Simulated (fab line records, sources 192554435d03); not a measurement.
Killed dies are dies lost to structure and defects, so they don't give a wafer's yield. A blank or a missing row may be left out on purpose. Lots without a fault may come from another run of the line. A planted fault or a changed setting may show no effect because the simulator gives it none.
Split-lot experiment | flow n5_finfet | 7 lots, 21 wafers read, on a route of 1938 steps

THE SPLIT
At N5_BEOL_M11_VIA_ETCH_34 (etches SiCOH lowk in C4F6/O2, target depth 184.5 nm, time 69.2 s), the setting time_s was moved away from the recipe's 69.2 s on 4 of the 21 wafers read, by -12.4% to +19.0%. The other wafers ran this setting at the recipe's value.

The reading is taken at the split's own step.

THE READING
SOC_of_BEOL_M11_COAT_63.thk_nm (the simulator's own value, which no gauge read), in nm, at N5_BEOL_M11_VIA_ETCH_34 (etches SiCOH lowk in C4F6/O2, target depth 184.5 nm, time 69.2 s). The file gives no usual value for it. The 17 wafers here that ran the recipe average 91.8 nm, standard deviation 0.31 nm.

wafer  | tool, chamber at the split | time_s as run, s | against the recipe | SOC_of_BEOL_M11_COAT_63.thk_nm, nm | against lot-mates on the recipe
L079.2 | rie_diel-04, 3             | 69.2             | recipe             | 91.6                               | -
L079.3 | rie_diel-04, 0             | 69.2             | recipe             | 91.6                               | -
L079.4 | rie_diel-04, 1             | 69.2             | recipe             | 91.4                               | -
L081.3 | rie_diel-02, 3             | 69.2             | recipe             | 91.4                               | -
L081.5 | rie_diel-02, 3             | 60.65            | -12.4%             | 92.8                               | +1.4
L081.6 | rie_diel-02, 0             | 60.65            | -12.4%             | 93.2                               | +1.8
L085.1 | rie_diel-02, 2             | 69.2             | recipe             | 92                                 | -
L085.4 | rie_diel-02, 1             | 69.2             | recipe             | 91.6                               | -
L085.6 | rie_diel-02, 0             | 69.2             | recipe             | 92.4                               | -
L088.2 | rie_diel-04, 1             | 69.2             | recipe             | 91.4                               | -
L088.3 | rie_diel-04, 0             | 69.2             | recipe             | 91.8                               | -
L088.4 | rie_diel-04, 3             | 77.45            | +11.9%             | 90.4                               | -1.2
L089.2 | rie_diel-04, 2             | 69.2             | recipe             | 92                                 | -
L089.5 | rie_diel-04, 1             | 82.36            | +19.0%             | 90                                 | -2.2
L089.6 | rie_diel-04, 2             | 69.2             | recipe             | 92.4                               | -
L094.2 | rie_diel-04, 0             | 69.2             | recipe             | 92                                 | -
L094.3 | rie_diel-04, 2             | 69.2             | recipe             | 92                                 | -
L094.4 | rie_diel-04, 1             | 69.2             | recipe             | 91.6                               | -
L096.1 | rie_diel-04, 0             | 69.2             | recipe             | 92                                 | -
L096.2 | rie_diel-04, 2             | 69.2             | recipe             | 92                                 | -
L096.4 | rie_diel-04, 1             | 69.2             | recipe             | 91.6                               | -

THE FIT
A straight line over all 21 wafers: SOC_of_BEOL_M11_COAT_63.thk_nm changes by -0.0996 nm for each +1% of time_s; r = -0.90; the points scatter about the line by 0.31 nm.
The same after taking each lot's own level away (the mean of its wafers on the recipe; 21 wafers): -0.118 nm for each +1%; r = -0.96; scatter 0.21 nm.
On that fit, the largest move of time_s shifts the reading by 2.3 nm.
The lots' own levels span 91.40 to 92.20 nm, that is 2.6 times the standard deviation above.
So the lot-to-lot level changes the slope: the two fits differ.
Check: with one of the wafers moved furthest among these (+19.0%) left out of the fit, the line predicts -2.25 nm for it against its lot-mates. It came out at -2.2 nm against them.

OTHER SPLITS ON THESE WAFERS
These wafers also went through other splits before the reading. Each is held against what the fit with the lots' levels taken away leaves over:
other split on the same wafers      | wafers away from the commonest value | r with SOC_of_BEOL_M11_COAT_63.thk_nm (lot level and that fit taken away)
N5_BEOL_M9_EXPOSE_08 dose_mj        | 6                                    | -0.06
N5_BEOL_M9_ETCH_62 time_s           | 6                                    | -0.07
N5_BEOL_M10_TRENCH_ETCH_37 source_w | 6                                    | +0.09

THE WHOLE CHAIN: every reading that the file lists as answering this split, in the file's order
step                    | what it does                                                     | reading                                                                         | change (the file's fit)               | r (the file's)
N5_BEOL_M11_VIA_ETCH_34 | etches SiCOH lowk in C4F6/O2, target depth 184.5 nm, time 69.2 s | etch.depth_nm (the simulator's own value, which no gauge read)                  | +1.96 nm for each +1% of the setting  | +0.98
N5_BEOL_M11_VIA_ETCH_34 | etches SiCOH lowk in C4F6/O2, target depth 184.5 nm, time 69.2 s | SOC_of_BEOL_M11_COAT_63.thk_nm (the simulator's own value, which no gauge read) | -0.116 nm for each +1% of the setting | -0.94

THE FILE'S OWN FIT
SOC_of_BEOL_M11_COAT_63.thk_nm changes by -0.116 nm for each +1% of time_s, r = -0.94.
